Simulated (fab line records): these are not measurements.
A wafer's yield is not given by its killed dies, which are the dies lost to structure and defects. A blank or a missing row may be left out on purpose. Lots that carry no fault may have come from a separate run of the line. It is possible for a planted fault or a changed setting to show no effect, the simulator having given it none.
Chamber matching	flow nand-harc	3 sister chambers for NHARC_P_M0_PRE_CLEAN_31 on pecvd-04
The step time 12 s. 3 wafers are shown with their chamber, then 9 later ones without.

## WAFERS, EACH WITH ITS CHAMBER
wafer	chamber	heater-power-w (W)
L085.3	2	761
L085.4	1	614
L085.6	0	653

## WAFERS WHOSE CHAMBER IS MISSING
wafer	heater-power-w (W)
L095.1	673
L095.3	594
L095.5	598
L096.3	604
L096.5	610
L096.6	616
L097.2	771
L097.3	530
L097.6	789

## THE CHAMBER EACH PASSED THROUGH
wafer	from the rows above	in truth
L095.1	can't be placed: 0 or 1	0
L095.3	can't be placed: 1 or 0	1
L095.5	can't be placed: 1 or 0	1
L096.3	can't be placed: 1 or 0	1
L096.5	can't be placed: 1 or 0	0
L096.6	can't be placed: 1 or 0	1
L097.2	2	2
L097.3	can't be placed: 1 or 0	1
L097.6	2	2
Correctly placed: 2 of 9. From these rows, 7 cannot be placed; in 7 the true chamber is one of the candidates. Wrongly placed: 0.
How it was worked out, from the rows above alone: a wafer's distance from a chamber is the root of the sum, over the readings, of the square of ((its reading less the chamber's mean) divided by the reading's scatter). If the next closest chamber is less than 2 further off than the closest, the wafer can't be placed; otherwise it belongs to the closest. For every chamber, the mean is computed from those of its wafers that are shown. The scatter (one wafer shown for each chamber): square how far every hidden wafer sits from the nearest shown wafer, average those squares and take the square root.
